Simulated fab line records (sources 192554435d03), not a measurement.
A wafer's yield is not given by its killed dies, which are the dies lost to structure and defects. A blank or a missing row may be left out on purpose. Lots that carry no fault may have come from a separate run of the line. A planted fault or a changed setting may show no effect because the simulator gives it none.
Struck lot and sound lot, side by side | flow n5 finfet | 38 steps out of a route of 1938
Sound: the wafers L107.1, L107.3, L107.4. Struck: wafer L101.4. (L101.1, L101.6 of the same lot were not struck and are left out.) The cause comes at the end.
Per side, at each step with rows, come the tool, then ch with its chambers, and then its first start. Under that, the readings that differ: sound wafers | struck wafers | difference of the means | sigmas: that difference in standard deviations of wafers without a fault.
alike: same words and numbers on both sides, and readings whose means sit less than 2 such deviations apart. not compared: any withheld reading, any reading some wafer has no value for, any bound like >300 that may hide the same value, and any number with overlapping values for which the record gives no deviation.
A row with sigmas, a row that says differs or no value, or rows on one side alone: a step with any of these is where the two part. Numbers that have no deviation but don't overlap get no sigmas and don't part them. Lack of a reading on every wafer of one side parts them only where that side has two or more wafers.

first, 9 steps without rows for these wafers: N5_BEOL_M4_ANNEAL_95 (time 240 s); N5_BEOL_M4_SPUTTER_96 (material Cu, target thk 4.5 nm, time 8.29 s); N5_BEOL_M4_ECD_50 (material Cu, target thk 300 nm); N5_BEOL_M4_ANNEAL_51 (time 90 s); N5_BEOL_M4_CMP_52 (polishes, stops on SiOC, t overpolish 6.8 s, target thk 40 nm); N5_BEOL_M4_PRE_CLEAN_60 (time 15 s); N5_BEOL_M4_CO_CAP_55 (material Co, precursor CCTBA/H2, target thk 2 nm, time 102.1 s); N5_BEOL_M4_PRE_CLEAN_56 (time 15 s); N5_BEOL_M4_DEP_57 (deposits SiCN from 3MS/NH3, target thk 8 nm, time 14 s).
N5_BEOL_M4_RC_MEAS_101:
  sound on prober-02 ch 0, day 15 06:32; struck on prober-02 ch 0, day 13 21:53
  alike: DIBL_N, DIBL_P, IOFF_N, IOFF_P, ION_N, ION_P, SS_N, SS_P, VT_N, VT_P
then, 24 steps without rows for these wafers: N5_BEOL_M5_ILD_DEP_00 (deposits SiCOH lowk from DEMS/porogen, target thk 140.64 nm, time 25.9 s); N5_BEOL_M5_CURE_79 (cures SiCOH lowk, time 240 s); N5_BEOL_M5_PECVD_70 (deposits SiO2 from TEOS/O2, target thk 16 nm, time 18 s); N5_BEOL_M5_HM_DEP_02 (deposits TiN, target thk 20 nm); N5_BEOL_M5_COAT_59 (time 60 s, resist thk 60 nm); N5_BEOL_M5_COAT_60 (time 60 s, resist thk 12 nm); N5_BEOL_M5_COAT_71 (time 60 s, resist thk 5 nm); N5_BEOL_M5_COAT_05 (resist thk 30 nm); N5_BEOL_M5_EBR_07; N5_BEOL_M5_SOFTBAKE_06 (time 60 s); N5_BEOL_M5_EXPOSE_08 (exposes mask M5, target cd 28 nm); N5_BEOL_M5_PEB_09 (peb time 60 s); N5_BEOL_M5_DEVELOP_10 (develop time 30 s); N5_BEOL_M5_DESCUM_16 (chemistry O2, time 7 s); N5_BEOL_M5_ETCH_72 (etches underlayer in N2/H2, target depth 6.5 nm, time 5.2 s); N5_BEOL_M5_ETCH_61 (etches SiARC in CF4, target depth 15.6 nm, time 26 s); N5_BEOL_M5_ETCH_62 (etches SOC in N2/H2, target depth 75 nm, overetch 15 nm, time 112.5 s); N5_BEOL_M5_STRIP_63 (strips in N2/H2); N5_BEOL_M5_STRIP_73 (strips in N2/H2); N5_BEOL_M5_STRIP_64 (strips in CF4); N5_BEOL_M5_HM_OPEN_17 (chemistry Cl2/BCl3, target TiN, target depth 20 nm, overetch 6 nm); N5_BEOL_M5_STRIP_19 (strips in O2); N5_BEOL_M5_COAT_65 (time 60 s, resist thk 60 nm); N5_BEOL_M5_COAT_66 (time 60 s, resist thk 12 nm).
N5_BEOL_M9_ILD_DEP_00: deposits SiCOH lowk from DEMS/porogen, target thk 308.51 nm, time 58 s.
  sound on pecvd-01 ch 0,1,2, day 17 01:43; struck on pecvd-03 ch 0, day 15 13:02
  reading                                            | sound             | struck | difference | sigmas
  run length s (s)                                   | 101.2 101.3 100.6 | 139.4  | +38.4      | +67
  model.SiCOH_lowk_of_BEOL_M9_ILD_DEP_00.thk nm (nm) | 313 310.8 309     | 516.4  | +205.5     |
  alike: heater power w, showerhead plenum p Torr, throttle valve pct
N5_BEOL_M9_THK_MEAS_01:
  sound: film metro-02 at day 17 02:18; struck: film metro-01 at day 15 13:37
  reading         | sound       | struck | difference | sigmas
  M9_ILD_THK (nm) | 272 270 268 | 454    | +184       | +54
N5_BEOL_M9_CMP_52: polishes, stops on SiCOH lowk, t overpolish 7 s, target thk 140 nm.
  sound on cmp-04 ch 0,1,3, day 17 09:23; struck on cmp-03 ch 3, day 15 23:34
  reading                                            | sound         | struck | difference | sigmas
  model.SiCOH_lowk_of_BEOL_M9_ILD_DEP_00.thk nm (nm) | 269 267 265.4 | 450.8  | +183.7     |
  alike: motor current A
-- here the record skips 2 days between the struck wafers' starts before and after, leaving off in module BEOL_M9 and picking up in module PASSIVATION (first step shown: number 1936 of the route) --
N5_PASSIVATION_PROBE_49:
  sound: prober-02 at day 20 05:56; struck: prober-01 at day 18 09:30
  reading                  | sound          | struck | difference | sigmas
  defect limited yield (%) | 90.8 94.5 93.6 | 0      | -93        | -66
  killed_at_M0_to_M3       | 44 29 26       | 64     | +31        | +3
  killed_at_M4_up          | 4 5 10         | 1070   | +1064      | +99 or more
  killed dies              | 109 65 76      | 1180   | +1097      | +69
  killed on rim            | 10 8 12        | 152    | +142       | +39
  killed open              | 71 39 46       | 84     | +32        | +3
  sort_bin_5_function (%)  | 4.9 3.4 3.5    | 95.9   | +92.0      | +98
  sort n pass              | 1071 1115 1104 | 0      | -1097      | -69
  sort yield pct (%)       | 90.8 94.5 93.6 | 0      | -93        | -66
  alike: killed at contacts, killed at front end, killed at other, killed short, sort_bin_6_memory

## WHERE THEY PART
Earliest at N5_BEOL_M9_ILD_DEP_00; latest, in this record, at N5_PASSIVATION_PROBE_49.

WHY: the cause the simulator had injected
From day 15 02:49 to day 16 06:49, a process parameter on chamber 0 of pecvd-03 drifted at N5_BEOL_M9_ILD_DEP_00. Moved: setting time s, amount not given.
